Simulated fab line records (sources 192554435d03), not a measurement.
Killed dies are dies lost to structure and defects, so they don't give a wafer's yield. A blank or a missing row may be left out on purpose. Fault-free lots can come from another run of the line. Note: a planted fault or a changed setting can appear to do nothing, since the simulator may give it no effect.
fab line records	flow n5Finfet
record: lots: 10	wafers: 30	lastDay: 18
route steps=1938 shown HKMG_FIN@434 GATE_CUT@470
lots that met no fault: taken from a fault-free run of the same line
startH: hours from the record's first day to the start of the lot's first wafer shown	waitH: hours from the lot's prior step to this one	" repeats the value in the row above	L1.1+2: one row covering several wafers at once	- no value, or no start given	* or withheld: withheld	< > ~ a bound
route shown NAME@n: a module of which the file shows steps, and the number in the route of the first	usual: mean/standard deviation of fault-free wafers	same: alike in all rows	chamber/n: place in a boat	sites: the reading at each site	_std_site: their standard deviation	_edge_site: the outer-site mean with the inner-site mean subtracted	radiusMm: how far each site lies from the wafer's centre	mask NAME#n: copy n	behind: the last tool/chamber to shape the wafer	hold: reason for holding the lot/hours on hold/outcome of the hold	device: the n, p or np transistor that did not switch	end of line: at the end of the route, the tests of the same wafers	where a step has no rows: the recipe by itself	killed: dies lost to structure and defects at the first sort, not the wafer's yield	map: per-die view of a wafer (x killed, . not killed, _ where there is no die)
set.NAME: the run value of the setting; set.NAME@STEP: its run value at that earlier step	model.NAME: the simulator's own value behind a step, which no gauge read
one table for each step of the route and one row for each wafer, over a sample of lots
services: when a tool's chamber went out of use (startH, in hours from the record's first day, below 0 if earlier), for how many hours, and the reason
== steps ==
step: N5_HKMG_FIN_ETCH_31
recipe: chemistry: CF4	target: SiARC	targetDepthA: 455	maskMaterial: CAR-ArF	timeS: 75.8	ionEnergyEv: 80	pressureMtorr: 40	sourceW: 545	biasW: 36	Ar_flow_sccm: 100	cf4FlowSccm: 100	ends: cleared
usual: cf4FlowSccm: 100.05/0.28	chamberPressureMTorr: 40.00/0.036	drypumpMotorCurrentA: 5.6/0.41	etchRfOnTimeS: 75.6/1.7	oesProductAu: 0.66/0.063	rfFwdPowerW: 538.9/2.4	rfVppV: 184.1/1.2	showerheadPlenumPTorr: 2.14/0.062	throttleValvePct: 15.56/0.2
lot.wafer	tool	chamber	startH	waitH	cf4FlowSccm	chamberPressureMTorr	drypumpMotorCurrentA	etchRfOnTimeS	oesProductAu	rfFwdPowerW	rfHoursCounterH	rfVppV	showerheadPlenumPTorr	throttleValvePct
L811.3	rieDiel-02	2	74.77	0.0	100.25	40.03	5.2	76.2	0.62	543.4	191	185.3	2.21	15.87
L811.4	"	1	"	"	99.82	39.99	6.2	77.4	0.62	537.2	180	186.0	2.22	15.55
L811.5	"	3	"	"	100.10	40.01	5.6	72.3	0.66	537.9	-	185.2	2.15	15.50
L813.1	rieDiel-03	3	96.64	0.0	100.11	40.03	5.7	75.6	0.61	544.0	228	182.4	2.03	15.86
L813.4	"	0	"	"	100.01	39.96	5.6	73.2	0.65	540.3	160	184.0	2.14	15.43
L813.6	"	1	"	"	99.85	39.97	5.3	75.7	0.76	537.7	-	185.4	2.18	15.29
L815.1	rieDiel-04	2	106.83	0.0	100.13	39.99	5.6	78.3	0.61	537.6	198	184.2	2.04	15.77
L815.2	"	1	"	"	100.20	39.97	6.3	73.7	0.60	535.7	226	183.0	2.11	15.59
L815.5	"	2	"	"	100.06	39.96	5.6	77.9	0.61	536.2	-	183.2	2.04	15.74
L817.3	rieDiel-02	3	116.80	0.0	99.63	40.09	5.6	73.1	0.65	536.4	152	183.9	2.14	15.54
L817.4	"	0	"	"	100.07	39.95	5.3	77.2	0.62	540.3	182	183.2	2.05	15.49
L817.5	"	2	"	"	99.86	40.02	5.2	76.4	0.61	542.2	-	184.3	2.21	15.92
L818.1	rieDiel-03	0	120.47	0.0	99.88	39.99	5.6	74.0	0.65	538.6	169	185.8	2.13	15.44
L818.5	"	2	"	"	100.27	40.02	5.4	76.4	0.71	539.4	-	183.2	2.16	15.33
L818.6	"	1	"	"	99.54	40.02	5.3	76.2	0.74	538.0	-	185.3	2.18	15.33
L819.2	rieDiel-03	1	126.15	0.0	100.77	40.02	5.3	75.4	0.74	537.8	49	184.4	2.17	15.31
L819.3	"	2	"	"	99.96	40.00	5.5	73.9	0.71	534.8	78	184.6	2.16	15.34
L819.6	"	0	"	"	99.96	40.01	5.6	72.8	0.65	541.0	-	183.3	2.13	15.45
L828.2	rieDiel-03	3	183.45	0.0	99.80	40.00	5.7	75.5	0.83	541.1	3	186.6	2.27	15.41
L828.3	"	0	"	"	99.71	40.02	5.6	73.9	0.63	539.0	194	182.5	2.12	15.49
L828.6	"	0	"	"	100.35	39.95	5.6	74.3	0.63	541.5	-	182.8	2.12	15.49
L830.1	rieDiel-03	0	194.72	0.0	100.26	40.01	5.6	74.7	0.63	539.4	199	184.3	2.12	15.49
L830.3	"	2	"	"	99.96	39.98	5.4	74.3	0.68	534.8	107	182.6	2.15	15.40
L830.6	"	0	"	"	99.95	39.96	5.6	74.1	0.63	538.5	-	184.3	2.12	15.50
L831.2	rieDiel-02	0	194.79	0.0	100.04	40.08	5.3	77.0	0.60	539.8	207	182.6	2.04	15.54
L831.3	"	3	"	"	100.21	40.03	5.6	73.2	0.64	537.7	178	183.6	2.13	15.60
L831.5	"	2	"	"	100.40	39.93	5.2	76.7	0.59	540.4	-	185.8	2.20	15.95
L833.1	rieDiel-02	2	213.76	0.0	99.96	39.95	5.2	77.6	0.60	543.4	240	184.3	2.19	15.97
L833.3	"	3	"	"	99.82	40.02	5.6	74.1	0.63	537.3	185	184.4	2.13	15.60
L833.5	"	0	"	"	99.72	40.04	5.3	77.0	0.60	540.3	-	182.4	2.04	15.56
step: N5_HKMG_FIN_STRIP_88
recipe: chemistry: N2/H2	powerW: 2500	tempC: 300	h2Frac: 0.65	timeS: 360	pressureMtorr: withheld	n2FlowSccm: 1750	h2FlowSccm: 3250
usual: drypumpMotorCurrentA: 5.81/0.24	heaterPowerW: 469/17	tempC: 300.00/0.16
lot.wafer	tool	chamber	startH	waitH	drypumpMotorCurrentA	heaterPowerW	rfHoursCounterH	tempC
L811.3	plasmaAsher-01	1	76.42	0.1	5.81	474	-	299.99
L811.4	"	0	"	"	6.04	464	-	300.10
L811.5	"	0	"	"	6.03	463	-	299.92
L813.1	plasmaAsher-01	1	98.18	0.0	5.82	482	88	299.74
L813.4	"	0	"	"	6.02	469	-	299.75
L813.6	"	1	"	"	5.81	485	-	300.00
L815.1	plasmaAsher-02	0	108.37	0.0	5.37	448	43	300.20
L815.2	"	1	"	"	5.96	473	43	299.89
L815.5	"	0	"	"	5.37	447	-	300.07
L817.3	plasmaAsher-02	0	118.54	0.1	5.36	432	-	299.92
L817.4	"	1	"	"	5.98	497	-	300.22
L817.5	"	0	"	"	5.37	441	-	300.02
L818.1	plasmaAsher-02	1	122.15	0.0	6.00	478	47	300.07
L818.5	"	0	"	"	5.38	440	-	299.78
L818.6	"	1	"	"	5.98	484	-	300.20
L819.2	plasmaAsher-01	0	127.69	0.0	6.03	451	95	300.14
L819.3	"	1	"	"	5.82	477	-	300.08
L819.6	"	0	"	"	6.01	457	-	300.17
L828.2	plasmaAsher-01	0	185.03	0.0	6.02	478	106	300.06
L828.3	"	0	"	"	6.00	462	-	300.20
L828.6	"	0	"	"	6.01	466	-	300.20
L830.1	plasmaAsher-02	1	196.25	0.0	5.98	476	62	299.95
L830.3	"	1	"	"	5.99	493	-	300.19
L830.6	"	0	"	"	5.39	443	-	299.92
L831.2	plasmaAsher-01	1	196.35	0.0	5.84	473	109	299.89
L831.3	"	0	"	"	6.01	475	-	299.85
L831.5	"	0	"	"	6.01	478	-	299.90
L833.1	plasmaAsher-02	1	215.33	0.0	5.96	488	66	299.84
L833.3	"	1	"	"	5.98	463	-	299.77
L833.5	"	1	"	"	5.97	480	-	299.90
step: N5_HKMG_FIN_ALD_21
recipe: material: TiN	targetThkA: 15	tempC: 400	aldPrecursorFamily: TiCl4	aldCoReactant: NH3	pulseTimeS: 1	purgeTimeS: 3	coReactantPurgeTimeS: 2	coReactantPulseTimeS: 2	aldCycles: 68	pressureTorr: 3
usual: aldCycles: 68/0	heaterPowerW: 849/73	precursorPulseHeightRel: 0.997/0.021
lot.wafer	tool	chamber	startH	waitH	aldCycles	heaterPowerW	precursorPulseHeightRel	sinceWetCleanH
L811.3	aldMetal-02	0	77.87	0.1	68	824	0.971	1279
L811.4	"	1	"	"	68	870	0.984	1279
L811.5	"	2	"	"	68	864	1.014	-
L813.1	aldMetal-04	2	99.97	0.3	68	721	1.003	2840
L813.4	"	3	"	"	68	746	0.995	2840
L813.6	"	3	"	"	68	724	1.007	-
L815.1	aldMetal-01	2	109.94	0.3	68	889	0.970	5927
L815.2	"	3	"	"	68	820	0.997	5927
L815.5	"	3	"	"	68	808	0.989	-
L817.3	aldMetal-01	0	119.99	0.1	68	764	0.997	5937
L817.4	"	2	"	"	48	895	1.038	-
L817.5	"	0	"	"	48	772	0.976	-
L818.1	aldMetal-02	2	123.90	0.3	68	867	0.994	1325
L818.5	"	1	"	"	68	887	1.002	-
L818.6	"	2	"	"	68	852	0.954	-
L819.2	aldMetal-01	1	129.45	0.3	48	916	1.008	5946
L819.3	"	2	"	"	68	876	1.002	5946
L819.6	"	2	"	"	68	917	1.002	-
L828.2	aldMetal-02	0	186.60	0.3	68	824	1.002	1388
L828.3	"	2	"	"	68	900	0.983	1388
L828.6	"	1	"	"	68	865	0.963	-
L830.1	aldMetal-04	2	197.82	0.3	68	739	1.023	2938
L830.3	"	3	"	"	68	734	1.013	2938
L830.6	"	2	"	"	68	707	0.999	-
L831.2	aldMetal-01	0	197.91	0.3	68	791	0.996	6015
L831.3	"	1	"	"	68	923	0.977	6015
L831.5	"	1	"	"	68	924	1.019	-
L833.1	aldMetal-01	3	216.89	0.3	68	820	1.023	6034
L833.3	"	2	"	"	68	890	1.005	6034
L833.5	"	2	"	"	68	891	1.010	-
step: N5_GATE_CUT_STRIP_59
recipe: chemistry: N2/H2	timeS: 20	powerW: 100	tempC: 40	pressureMtorr: 100	rfFrequencyHz: 6e+07	biasPowerW: 3	n2FlowSccm: 300	h2FlowSccm: 300
usual: biasPowerW: 2.999/0.0095	chamberPressureMTorr: 100.00/0.094	drypumpMotorCurrentA: 5.9/0.46	oesProductAu: 0.76/0.058	rfVppV: 45.3/0.88	showerheadPlenumPTorr: 3.38/0.13	tempC: 40.00/0.11	throttleValvePct: 12.23/0.24
lot.wafer	tool	chamber	startH	waitH	biasPowerW	chamberPressureMTorr	drypumpMotorCurrentA	oesProductAu	rfHoursCounterH	rfVppV	showerheadPlenumPTorr	tempC	throttleValvePct
L811.3	rieDiel-06	0	79.54	0.1	3.001	100.19	4.9	0.72	217	44.8	3.19	39.81	12.68
L811.4	"	2	"	"	3.005	99.95	6.4	0.73	168	47.3	3.34	39.91	12.12
L811.5	"	0	"	"	2.981	100.24	4.9	0.70	-	46.3	3.19	39.94	12.68
L813.1	rieDiel-05	1	101.91	0.1	2.999	100.05	6.1	0.73	193	44.3	3.23	40.02	12.01
L813.4	"	3	"	"	3.006	99.93	5.8	0.74	163	45.8	3.51	40.15	12.35
L813.6	"	2	"	"	2.994	100.14	5.6	0.71	-	45.5	3.47	40.01	12.42
L815.1	rieDiel-05	3	111.61	0.1	2.987	99.90	5.8	0.74	165	46.1	3.51	40.11	12.36
L815.2	"	0	"	"	3.000	99.95	5.6	0.78	114	45.0	3.26	39.97	12.37
L815.5	"	3	"	"	2.992	100.04	5.8	0.73	-	45.2	3.51	39.95	12.37
L817.3	rieDiel-06	1	121.66	0.1	3.014	99.95	5.8	0.89	23	45.5	3.46	40.06	12.02
L817.4	"	2	"	"	3.014	99.90	6.4	0.72	183	45.4	3.34	39.72	12.14
L817.5	"	0	"	"	2.991	99.82	4.9	0.70	-	46.3	3.18	39.89	12.72
L818.1	rieDiel-01	0	125.57	0.1	2.982	99.90	5.5	0.83	55	46.0	3.57	39.97	12.09
L818.5	"	0	"	"	2.985	100.05	5.5	0.84	-	45.6	3.57	40.03	12.09
L818.6	"	1	"	"	3.000	99.84	6.3	0.79	-	45.0	3.52	39.94	11.80
L819.2	rieDiel-06	2	131.12	0.1	2.997	100.03	6.3	0.72	185	44.9	3.34	39.96	12.15
L819.3	"	3	"	"	2.998	99.85	6.3	0.81	72	45.2	3.44	39.88	12.22
L819.6	"	2	"	"	3.005	99.87	6.4	0.71	-	45.4	3.34	40.30	12.15
L828.2	rieDiel-06	2	188.30	0.1	3.000	99.97	6.4	0.70	202	46.0	3.33	40.05	12.19
L828.3	"	1	"	"	3.022	99.95	5.8	0.85	44	45.9	3.45	39.86	12.07
L828.6	"	1	"	"	3.004	99.94	5.8	0.85	-	43.6	3.45	39.97	12.07
L830.1	rieDiel-06	0	199.49	0.1	3.001	99.97	4.9	0.69	254	44.8	3.17	40.00	12.78
L830.3	"	2	"	"	2.992	100.05	6.3	0.70	205	45.1	3.32	39.92	12.21
L830.6	"	3	"	"	3.008	100.00	6.3	0.79	-	46.1	3.43	40.04	12.26
L831.2	rieDiel-06	3	199.76	0.1	2.993	99.93	6.3	0.80	92	46.2	3.42	40.21	12.26
L831.3	"	1	"	"	2.999	99.86	5.9	0.84	47	45.9	3.45	39.78	12.08
L831.5	"	1	"	"	2.997	99.94	5.9	0.85	-	47.6	3.44	39.90	12.09
L833.1	rieDiel-06	1	218.61	0.1	2.996	99.93	5.8	0.83	57	45.3	3.44	40.13	12.10
L833.3	"	3	"	"	3.001	100.10	6.3	0.79	-	44.3	3.42	40.10	12.27
L833.5	"	1	"	"	2.992	100.08	5.9	0.83	-	46.0	3.44	39.93	12.09
== services ==
tool	chamber	startH	hours	kind
plasmaAsher-02	-	63.04	2.8	pm
rieDiel-04	3	64.18	-	clean
rieDiel-04	3	64.18	-	consumableReplace:focusRing
rieDiel-03	0	64.56	13.4	repair
rieDiel-02	0	79.64	8.6	repair
rieDiel-02	1	79.64	3.7	repair
plasmaAsher-01	-	90.19	7.5	repair
rieDiel-06	3	91.32	4.9	repair
aldMetal-04	-	118.44	2.8	pm
aldMetal-01	3	119.98	5.4	repair
rieDiel-06	2	124.88	3.2	repair
aldMetal-02	3	130.22	107.3	repair
rieDiel-02	-	145.40	4.3	pm
rieDiel-05	0	157.45	2.8	repair
rieDiel-03	3	158.12	-	clean
rieDiel-03	3	158.12	-	consumableReplace:focusRing
rieDiel-03	3	158.12	-	consumableReplace:showerhead
rieDiel-03	3	158.12	16.4	scheduledDown
rieDiel-03	3	158.12	16.4	ventCycle
rieDiel-02	-	163.03	3.2	repair
rieDiel-03	3	189.80	9.6	repair
rieDiel-06	2	201.30	23.7	repair
rieDiel-06	3	202.27	7.3	repair
rieDiel-01	-	211.73	3.2	repair
== key ==
firstSign: step: N5_HKMG_FIN_ALD_21	reading: aldCycles	direction: down	sigmas: 99+	usual: *	struck: *
effect none on later readings
metAt N5_HKMG_FIN_ALD_21
struckLots L817,L819
struckWafers L817.4,L817.5,L819.2
testerLeftOut L817,L819
notActingAt N5_HKMG_FIN_ETCH_31,N5_HKMG_FIN_STRIP_88,N5_GATE_CUT_STRIP_59
onsetBetween 109.94 119.99
fault: kind: processParameterDrift	tool: aldMetal-01	chamber: -	onsetH: 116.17	steps: N5_HKMG_FIN_ALD_21	channel: aldCycles	offset: *	shape: step	endH: 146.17	scope: struckWafersOnly	actsIn: *	stated: *
testerLeftOut: of these lots the tester's yield and bins aren't shown, on N5 and GAA mostly nor the transistor test; their killed dies are dies lost to structure and defects alone, not to doping, threshold or leakage, so they don't give the yield
